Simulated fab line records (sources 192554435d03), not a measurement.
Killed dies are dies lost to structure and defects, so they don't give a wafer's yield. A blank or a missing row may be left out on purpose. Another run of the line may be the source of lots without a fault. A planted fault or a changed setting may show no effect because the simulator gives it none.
Split-lot experiment | flow n5_finfet | 7 lots, 21 wafers read, on a route of 1938 steps

## THE SPLIT ITSELF
At N5_BEOL_M5_HM_DEP_02 (deposits TiN, target thk 20 nm), the setting target_thk_a was moved away from the recipe's 200 angstrom on 9 of the 21 wafers read, by -11.0% to +11.4%. This setting was run at the recipe's value on the other wafers.

## FROM THE SPLIT TO THE READING: what the file shows between them, 5 steps
- N5_BEOL_M5_COAT_05: resist thk 30 nm (also split here: spin_rpm)
- N5_BEOL_M5_EBR_07
- N5_BEOL_M5_SOFTBAKE_06: time 60 s
- N5_BEOL_M5_STRIP_73: strips in N2/H2
- N5_BEOL_M5_STRIP_64: strips in CF4

## THE READING
etch.depth_nm (the simulator's own value, which no gauge read), in nm, at N5_BEOL_M5_HM_OPEN_17 (chemistry Cl2/BCl3, target TiN, target depth 20 nm, overetch 6 nm). There is no usual value for it anywhere in the file. Across the 12 wafers here that went through the recipe, the average is 20.08 nm and the standard deviation 0.24 nm.

wafer  | tool, chamber at the split | target_thk_a as run, angstrom | against the recipe | etch.depth_nm, nm | against lot-mates on the recipe
L078.1 | pvd_sputter-02, -          | 200                           | recipe             | 20.13             | -
L078.3 | pvd_sputter-02, -          | 200                           | recipe             | 20.02             | -
L078.4 | pvd_sputter-02, -          | 178.9                         | -10.5%             | 17.76             | -2.31
L081.1 | pvd_sputter-02, -          | 220.1                         | +10.1%             | 22                | no lot-mate on the recipe
L081.2 | pvd_sputter-02, -          | 220.1                         | +10.1%             | 22                | no lot-mate on the recipe
L081.6 | pvd_sputter-02, -          | 220.1                         | +10.1%             | 22.11             | no lot-mate on the recipe
L083.1 | pvd_sputter-03, -          | 200                           | recipe             | 20.45             | -
L083.2 | pvd_sputter-03, -          | 212.8                         | +6.4%              | 21.3              | +0.91
L083.6 | pvd_sputter-03, -          | 200                           | recipe             | 20.33             | -
L084.1 | pvd_sputter-01, -          | 200                           | recipe             | 19.74             | -
L084.5 | pvd_sputter-01, -          | 200                           | recipe             | 20.13             | -
L084.6 | pvd_sputter-01, -          | 200                           | recipe             | 19.77             | -
L086.2 | pvd_sputter-03, -          | 200                           | recipe             | 19.99             | -
L086.4 | pvd_sputter-03, -          | 177.9                         | -11.0%             | 17.8              | -2.25
L086.6 | pvd_sputter-03, -          | 200                           | recipe             | 20.12             | -
L087.1 | pvd_sputter-02, -          | 222.8                         | +11.4%             | 22.21             | +2.32
L087.3 | pvd_sputter-02, -          | 222.8                         | +11.4%             | 22.04             | +2.15
L087.5 | pvd_sputter-02, -          | 200                           | recipe             | 19.89             | -
L091.1 | pvd_sputter-01, -          | 200                           | recipe             | 20.53             | -
L091.2 | pvd_sputter-01, -          | 186.5                         | -6.8%              | 19.08             | -1.12
L091.5 | pvd_sputter-01, -          | 200                           | recipe             | 19.86             | -

FIT RESULTS
A straight line over all 21 wafers: etch.depth_nm changes by +0.193 nm for each +1% of target_thk_a; r = +0.98; the points scatter about the line by 0.23 nm.
The same after taking each lot's own level away (the mean of its wafers on the recipe; 18 wafers): +0.196 nm for each +1%; r = +0.99; scatter 0.19 nm.
According to that fit, moving target_thk_a by its largest amount changes the reading by 2.2 nm.
Across the lots, their own levels run from 19.880 to 20.390 nm, a range of 2.1 times the standard deviation given above.
The two slopes agree, so the slope changes little with the lot-to-lot level.
Check: +2.17 nm against its lot-mates is what the line predicts for one of the wafers moved furthest among these (+11.4%) when that wafer is left out of the fit. Against them it came out at +2.32 nm.

## THESE WAFERS: OTHER SPLITS
These wafers also went through other splits before the reading. Each is held against what the fit with the lots' levels taken away leaves over:
other split on the same wafers   | wafers away from the commonest value | r with etch.depth_nm (lot level and that fit taken away)
N5_BEOL_M1_COAT_05 spin_rpm      | 7                                    | -0.35
N5_BEOL_M1_ETCH_64 source_w      | 5                                    | +0.00
N5_BEOL_M1_COAT_68 spin_rpm      | 9                                    | +0.02
N5_BEOL_M1_ETCH_77 source_w      | 4                                    | -0.18
N5_BEOL_M2_TRENCH_ETCH_37 time_s | 7                                    | +0.15
N5_BEOL_M2_SPUTTER_86 time_s     | 6                                    | +0.13
N5_BEOL_M5_COAT_05 spin_rpm      | 4                                    | -0.28

## THE WHOLE CHAIN: every reading that the file lists as answering this split, in the file's order
step                  | what it does                                                      | reading                                                                          | change (the file's fit)               | r (the file's)
N5_BEOL_M5_HM_DEP_02  | deposits TiN, target thk 20 nm                                    | TiN_of_BEOL_M5_HM_DEP_02.thk_nm (the simulator's own value, which no gauge read) | +0.201 nm for each +1% of the setting | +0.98
N5_BEOL_M5_HM_OPEN_17 | chemistry Cl2/BCl3, target TiN, target depth 20 nm, overetch 6 nm | etch.depth_nm (the simulator's own value, which no gauge read)                   | +0.196 nm for each +1% of the setting | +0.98

## THE FILE'S OWN FIT
etch.depth_nm changes by +0.196 nm for each +1% of target_thk_a, r = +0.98.
